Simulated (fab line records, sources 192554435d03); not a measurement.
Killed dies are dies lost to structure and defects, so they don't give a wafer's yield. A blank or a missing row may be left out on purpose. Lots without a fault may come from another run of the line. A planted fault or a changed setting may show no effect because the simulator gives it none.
Chamber matching | flow n5_finfet | N5_PMOS_HMC_CHANNEL_EPI_CMP_21 on cmp-02: 4 sister chambers
The step polishes SiGe30, target thk 54 nm. 8 wafers are shown with their chamber, then 9 later ones without.

WAFERS WITH THEIR CHAMBER
wafer  | chamber | motor_current_A (A) | retaining_ring_pressure_frac
L830.1 | 0       | 12.6                | 1.000
L830.2 | 3       | 12.4                | 0.996
L834.1 | 0       | 13.0                | 1.006
L835.1 | 3       | 12.7                | 1.007
L835.6 | 1       | 15.1                | 0.999
L837.1 | 2       | 11.7                | 0.998
L837.4 | 1       | 15.3                | 1.004
L837.5 | 2       | 11.9                | 1.002

WAFERS WITHOUT THEIR CHAMBER
wafer  | motor_current_A (A) | retaining_ring_pressure_frac
L838.1 | 12.7                | 0.994
L838.4 | 12.2                | 0.993
L838.6 | 11.0                | 0.992
L839.3 | 12.6                | 0.996
L839.4 | 12.0                | 0.999
L839.6 | 11.6                | 1.002
L840.2 | 12.7                | 1.002
L840.3 | 11.7                | 0.991
L840.5 | 12.8                | 1.012

WHICH CHAMBER EACH WENT THROUGH
wafer  | from the rows above          | in truth
L838.1 | can't be placed: 3 or 0      | 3
L838.4 | can't be placed: 2 or 3 or 0 | 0
L838.6 | 2                            | 2
L839.3 | can't be placed: 3 or 0      | 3
L839.4 | can't be placed: 2 or 3      | 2
L839.6 | 2                            | 2
L840.2 | can't be placed: 0 or 3      | 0
L840.3 | 2                            | 2
L840.5 | can't be placed: 0 or 3      | 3
Placed correctly: 3 of 9. Can't be placed from these rows: 6 (the true chamber is among the candidates in 6). Placed wrongly: 0.
How it was worked out, from the rows above alone: a wafer's distance from a chamber is the root of the sum, over the readings, of the square of ((its reading less the chamber's mean) divided by the reading's scatter). The wafer belongs to the nearest chamber; if the next one is less than 2 further off, it can't be placed. A chamber's mean is the mean of its shown wafers. The scatter: the root of (the sum of the squares of (reading less its chamber's mean) over the shown wafers, divided by (wafers less chambers)).
